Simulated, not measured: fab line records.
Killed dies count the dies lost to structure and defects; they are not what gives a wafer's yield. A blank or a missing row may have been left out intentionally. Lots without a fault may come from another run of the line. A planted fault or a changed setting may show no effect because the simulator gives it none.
A lot that was struck, set against a sound lot ; flow n5 finfet ; 15 out of 1938 route steps
Sound: wafers L227.2, L227.3, L227.4. Struck: wafer L233.5 (L233.3, L233.4, from the same lot, were not struck and are left out); the cause is given at the end.
Order at every step that has rows: each side's tool, ch and its chambers, its first start. Under that, the readings that differ: sound wafers ; struck wafers ; difference of the means ; sigmas: that difference in standard deviations of wafers without a fault.
alike: readings with means less than 2 such deviations apart, plus words and numbers identical on both sides. not compared: withheld readings, readings lacking a value on some wafer, bounds such as >300 that could conceal the same value, and numbers that have no deviation in the record and whose values overlap.
A row with sigmas, a row that says differs or no value, or rows on one side alone: a step with any of these is where the two part. Non-overlapping numbers with no deviation appear without sigmas and do not part them. A reading that every wafer of one side lacks parts them only if that side has two wafers or more.

N5_HKMG_FIN_ALD_72: deposits W, target thk 2 nm, pulse time 1 s, purge time 2 s.
  sound on cvd w-01 ch 0,1, day 7 17:37; struck on cvd w-01 ch 1, day 9 02:32
reading;sound;struck;difference;sigmas
heater power w (W);453 500 449;518;+51;+2
  alike: precursor pulse height rel
N5_HKMG_FIN_W_FILL_22: material W, target thk 60 nm, time 18.2 s.
  sound on cvd w-01 ch 0,1, day 7 17:41; struck on cvd w-01 ch 1, day 9 02:35
  alike: heater power w, throttle valve pct
then, 4 steps without rows for these wafers: N5_HKMG_FIN_PRECLEAN_83 (cleans in DIW, time 57.5 s); N5_HKMG_FIN_SRD_84 (dry time 32 s); N5_HKMG_FIN_CMP_23 (polishes, stops on SiNx, t overpolish 10 s, target thk 46.326 nm); N5_HKMG_FIN_CMP_94 (polishes, stops on SiNx, t overpolish 4.7 s, target thk 43.299 nm).
N5_HKMG_FIN_INSPECT_28: inspects for defects (darkfield).
  sound on defect inspect-02 at day 7 18:30; struck on defect inspect-02 at day 9 03:23
  alike: raw defect count
N5_GATE_CUT_ETCHBACK_00: etches W in SF6/Cl2.
  sound on rie metal-03 ch 0,1, day 7 18:32; struck on rie metal-02 ch 0, day 9 03:28
reading;sound;struck;difference;sigmas
drypump motor current A (A);5.92 5.93 5.66;4.93;-0.91;-3
  alike: oes product au, throttle valve pct
  not compared: rf hours counter h
then, 1 step without rows for these wafers: N5_GATE_CUT_ETCH_56 (etches TiN in Cl2/Ar, target depth 21.6 nm).
N5_GATE_CUT_ETCHBACK_30: etches TiN in Cl2/Ar, target depth 3 nm.
  sound on rie metal-03 ch 0,1, day 7 18:44; struck on rie metal-02 ch 0, day 9 03:39
reading;sound;struck;difference;sigmas
drypump motor current A (A);5.92 5.91 5.68;4.95;-0.89;-3
  alike: oes product au, throttle valve pct
  not compared: rf hours counter h
N5_GATE_CUT_VAPOR_ETCH_60: etches HfO2 in BCl3/Cl2.
  sound on rie metal-03 ch 0,1, day 7 18:46; struck on rie metal-02 ch 0, day 9 03:41
reading;sound;struck;difference;sigmas
drypump motor current A (A);5.91 5.93 5.68;4.95;-0.89;-3
  alike: oes product au
N5_GATE_CUT_ETCH_58: etches SiNx in CH3F/O2, target depth 17 nm, time 128.6 s.
  sound on rie diel-04 ch 0,2,3, day 7 18:56; struck on rie diel-04 ch 2, day 9 03:43
reading;sound;struck;difference;sigmas
rf fwd power W (W);415.1 412.5 413.6;314.1;-99.6;-77
rf vpp V (V);97.8 99.2 100.3;109.1;+10.0;+10
model.etch.depth nm (nm);16.75 16.37 15.87;15.13;-1.20;
  alike: drypump motor current A, oes product au, showerhead plenum p Torr, throttle valve pct
  not compared: rf hours counter h
then, 1 step without rows for these wafers: N5_GATE_CUT_STRIP_59 (strips in N2/H2, time 20 s).
-- record jumps: 4 days separate the struck wafers' starts on either side; left off in module GATE_CUT, taken up again in module BEOL_M4, whose first shown step is the route's number 1111 --
N5_BEOL_M4_RC_MEAS_101:
  sound on prober-02 ch 0, day 11 11:02; struck on prober-02 ch 0, day 13 01:14
  alike: DIBL_N, DIBL_P, IOFF_N, IOFF_P, ION_N, ION_P, SS_N, SS_P, VT_N, VT_P
N5_PASSIVATION_PROBE_49:
  the record has rows for the sound wafers here (prober-02, day 16 08:26) and none for the struck ones

== WHERE THEY PART ==
First at N5_HKMG_FIN_ALD_72; last, within this record, at N5_PASSIVATION_PROBE_49.

WHY: the cause the simulator had injected
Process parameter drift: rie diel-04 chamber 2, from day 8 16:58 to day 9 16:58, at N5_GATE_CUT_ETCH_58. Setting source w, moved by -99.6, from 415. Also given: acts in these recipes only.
